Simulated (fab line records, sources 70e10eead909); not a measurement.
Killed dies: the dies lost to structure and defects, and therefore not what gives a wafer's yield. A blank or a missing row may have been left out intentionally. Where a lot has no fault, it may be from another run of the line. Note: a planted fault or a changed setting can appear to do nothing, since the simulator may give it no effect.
Chamber matching || flow nand harc || 4 sister chambers for NHARC_P_M2_ETCH_35 on rie diel-10
The step etches the open film in N2/H2, target depth 40 nm, overetch 12 nm, time 43.94 s. 4 wafers are shown with their chamber, then 11 later ones without.

## WAFERS PAIRED WITH THEIR CHAMBERS
{"wafer": "L135.4", "chamber": 3, "rf vpp V (V)": 429.7}
{"wafer": "L140.1", "chamber": 1, "rf vpp V (V)": 430.4}
{"wafer": "L140.2", "chamber": 2, "rf vpp V (V)": 429.3}
{"wafer": "L141.3", "chamber": 0, "rf vpp V (V)": 430.2}

## WAFERS WHOSE CHAMBER IS MISSING
{"wafer": "L141.4", "rf vpp V (V)": 431.1}
{"wafer": "L141.5", "rf vpp V (V)": 431.3}
{"wafer": "L142.3", "rf vpp V (V)": 430.6}
{"wafer": "L142.4", "rf vpp V (V)": 432.1}
{"wafer": "L142.6", "rf vpp V (V)": 431.3}
{"wafer": "L143.1", "rf vpp V (V)": 428.8}
{"wafer": "L143.4", "rf vpp V (V)": 430.8}
{"wafer": "L143.6", "rf vpp V (V)": 430.9}
{"wafer": "L144.1", "rf vpp V (V)": 430.9}
{"wafer": "L144.3", "rf vpp V (V)": 430.3}
{"wafer": "L144.4", "rf vpp V (V)": 430.9}

## THE CHAMBER EACH PASSED THROUGH
{"wafer": "L141.4", "from the rows above": "can't be placed: 1 or 0 or 3 or 2", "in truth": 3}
{"wafer": "L141.5", "from the rows above": "can't be placed: 1 or 0 or 3 or 2", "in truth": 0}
{"wafer": "L142.3", "from the rows above": "can't be placed: 1 or 0 or 3 or 2", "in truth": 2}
{"wafer": "L142.4", "from the rows above": "can't be placed: 1 or 0 or 3 or 2", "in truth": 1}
{"wafer": "L142.6", "from the rows above": "can't be placed: 1 or 0 or 3 or 2", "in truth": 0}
{"wafer": "L143.1", "from the rows above": "can't be placed: 2 or 3 or 0 or 1", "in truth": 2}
{"wafer": "L143.4", "from the rows above": "can't be placed: 1 or 0 or 3 or 2", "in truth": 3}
{"wafer": "L143.6", "from the rows above": "can't be placed: 1 or 0 or 3 or 2", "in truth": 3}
{"wafer": "L144.1", "from the rows above": "can't be placed: 1 or 0 or 3 or 2", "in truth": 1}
{"wafer": "L144.3", "from the rows above": "can't be placed: 1 or 0 or 3 or 2", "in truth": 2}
{"wafer": "L144.4", "from the rows above": "can't be placed: 1 or 0 or 3 or 2", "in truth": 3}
Correct placement for 0 of the 11. Can't be placed from these rows: 11 (the true chamber is among the candidates in 11). Placed wrongly: 0.
How it was worked out, from the rows above alone: a wafer's distance from a chamber is the root of the sum, over the readings, of the square of ((its reading less the chamber's mean) divided by the reading's scatter). The wafer belongs to the nearest chamber; if the next one is less than 2 further off, it can't be placed. Each chamber's mean is taken over the wafers shown for it. The scatter (one wafer shown for each chamber): square how far every hidden wafer sits from the nearest shown wafer, average those squares and take the square root.
